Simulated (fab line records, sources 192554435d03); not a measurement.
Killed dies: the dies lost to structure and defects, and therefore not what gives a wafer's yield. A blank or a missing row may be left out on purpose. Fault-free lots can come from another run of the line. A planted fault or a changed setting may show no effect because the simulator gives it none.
Chamber matching || flow n5-finfet || N5_FIN_SAQP_ETCH_57 on rie-diel-04: 4 sister chambers
The step etches SiNx in CH3F/O2, target depth 32.5 nm, time 46.4 s. 18 wafers are shown with their chamber, then 9 later ones without.

## WAFERS PAIRED WITH THEIR CHAMBERS
{"wafer": "L075.1", "chamber": 1, "drypump-motor-current-A (A)": 5.4, "rf-vpp-V (V)": 305, "showerhead-plenum-p-Torr (Torr)": 2.01}
{"wafer": "L075.5", "chamber": 0, "drypump-motor-current-A (A)": 6.2, "rf-vpp-V (V)": 310, "showerhead-plenum-p-Torr (Torr)": 2.04}
{"wafer": "L075.6", "chamber": 1, "drypump-motor-current-A (A)": 5.4, "rf-vpp-V (V)": 306, "showerhead-plenum-p-Torr (Torr)": 2.01}
{"wafer": "L080.4", "chamber": 1, "drypump-motor-current-A (A)": 5.4, "rf-vpp-V (V)": 305, "showerhead-plenum-p-Torr (Torr)": 2.00}
{"wafer": "L080.5", "chamber": 0, "drypump-motor-current-A (A)": 6.2, "rf-vpp-V (V)": 309, "showerhead-plenum-p-Torr (Torr)": 2.04}
{"wafer": "L080.6", "chamber": 3, "drypump-motor-current-A (A)": 6.1, "rf-vpp-V (V)": 300, "showerhead-plenum-p-Torr (Torr)": 1.97}
{"wafer": "L083.1", "chamber": 1, "drypump-motor-current-A (A)": 5.4, "rf-vpp-V (V)": 307, "showerhead-plenum-p-Torr (Torr)": 2.00}
{"wafer": "L083.3", "chamber": 0, "drypump-motor-current-A (A)": 6.2, "rf-vpp-V (V)": 309, "showerhead-plenum-p-Torr (Torr)": 2.04}
{"wafer": "L083.5", "chamber": 2, "drypump-motor-current-A (A)": 5.5, "rf-vpp-V (V)": 286, "showerhead-plenum-p-Torr (Torr)": 2.08}
{"wafer": "L084.3", "chamber": 1, "drypump-motor-current-A (A)": 5.4, "rf-vpp-V (V)": 305, "showerhead-plenum-p-Torr (Torr)": 2.00}
{"wafer": "L084.4", "chamber": 2, "drypump-motor-current-A (A)": 5.4, "rf-vpp-V (V)": 286, "showerhead-plenum-p-Torr (Torr)": 2.08}
{"wafer": "L084.5", "chamber": 1, "drypump-motor-current-A (A)": 5.4, "rf-vpp-V (V)": 305, "showerhead-plenum-p-Torr (Torr)": 2.00}
{"wafer": "L087.1", "chamber": 3, "drypump-motor-current-A (A)": 6.1, "rf-vpp-V (V)": 299, "showerhead-plenum-p-Torr (Torr)": 1.97}
{"wafer": "L087.4", "chamber": 1, "drypump-motor-current-A (A)": 5.4, "rf-vpp-V (V)": 306, "showerhead-plenum-p-Torr (Torr)": 2.00}
{"wafer": "L087.5", "chamber": 2, "drypump-motor-current-A (A)": 5.5, "rf-vpp-V (V)": 285, "showerhead-plenum-p-Torr (Torr)": 2.08}
{"wafer": "L090.3", "chamber": 2, "drypump-motor-current-A (A)": 5.5, "rf-vpp-V (V)": 287, "showerhead-plenum-p-Torr (Torr)": 2.07}
{"wafer": "L090.5", "chamber": 3, "drypump-motor-current-A (A)": 6.2, "rf-vpp-V (V)": 301, "showerhead-plenum-p-Torr (Torr)": 1.96}
{"wafer": "L090.6", "chamber": 2, "drypump-motor-current-A (A)": 5.4, "rf-vpp-V (V)": 286, "showerhead-plenum-p-Torr (Torr)": 2.07}

SIGNATURES (averages over the wafers above)
{"reading": "drypump-motor-current-A", "chamber 0": 6.200, "chamber 1": 5.400, "chamber 2": 5.460, "chamber 3": 6.133, "scatter within a chamber": 0.0365}
{"reading": "rf-vpp-V", "chamber 0": 309.33, "chamber 1": 305.57, "chamber 2": 286.00, "chamber 3": 300.00, "scatter within a chamber": 0.774}
{"reading": "showerhead-plenum-p-Torr", "chamber 0": 2.0400, "chamber 1": 2.0029, "chamber 2": 2.0760, "chamber 3": 1.9667, "scatter within a chamber": 0.00485}
Rule: distance of a wafer from a chamber = root of the sum over the readings of ((wafer's reading minus chamber's mean) / reading's scatter) squared. The wafer belongs to the nearest chamber; if the next one is less than 2 further off, it can't be placed. How the scatter is found: for the shown wafers, subtract from each reading the mean of its chamber, square and add these, divide the total by (wafers less chambers), then take the root.

## WAFERS MISSING THEIR CHAMBER
{"wafer": "L092.3", "drypump-motor-current-A (A)": 6.2, "rf-vpp-V (V)": 309, "showerhead-plenum-p-Torr (Torr)": 2.03}
{"wafer": "L092.4", "drypump-motor-current-A (A)": 6.1, "rf-vpp-V (V)": 298, "showerhead-plenum-p-Torr (Torr)": 1.96}
{"wafer": "L092.5", "drypump-motor-current-A (A)": 6.1, "rf-vpp-V (V)": 299, "showerhead-plenum-p-Torr (Torr)": 1.96}
{"wafer": "L096.1", "drypump-motor-current-A (A)": 6.2, "rf-vpp-V (V)": 309, "showerhead-plenum-p-Torr (Torr)": 2.03}
{"wafer": "L096.2", "drypump-motor-current-A (A)": 6.1, "rf-vpp-V (V)": 299, "showerhead-plenum-p-Torr (Torr)": 1.96}
{"wafer": "L096.3", "drypump-motor-current-A (A)": 5.5, "rf-vpp-V (V)": 286, "showerhead-plenum-p-Torr (Torr)": 2.07}
{"wafer": "L097.1", "drypump-motor-current-A (A)": 5.5, "rf-vpp-V (V)": 286, "showerhead-plenum-p-Torr (Torr)": 2.07}
{"wafer": "L097.2", "drypump-motor-current-A (A)": 6.2, "rf-vpp-V (V)": 310, "showerhead-plenum-p-Torr (Torr)": 2.03}
{"wafer": "L097.6", "drypump-motor-current-A (A)": 5.5, "rf-vpp-V (V)": 287, "showerhead-plenum-p-Torr (Torr)": 2.07}

## WHICH CHAMBER EACH WENT THROUGH
{"wafer": "L092.3", "from the rows above": 0, "in truth": 0}
{"wafer": "L092.4", "from the rows above": 3, "in truth": 3}
{"wafer": "L092.5", "from the rows above": 3, "in truth": 3}
{"wafer": "L096.1", "from the rows above": 0, "in truth": 0}
{"wafer": "L096.2", "from the rows above": 3, "in truth": 3}
{"wafer": "L096.3", "from the rows above": 2, "in truth": 2}
{"wafer": "L097.1", "from the rows above": 2, "in truth": 2}
{"wafer": "L097.2", "from the rows above": 0, "in truth": 0}
{"wafer": "L097.6", "from the rows above": 2, "in truth": 2}
Placed correctly: 9 of 9. Not placeable from these rows: 0. Wrongly placed: 0.
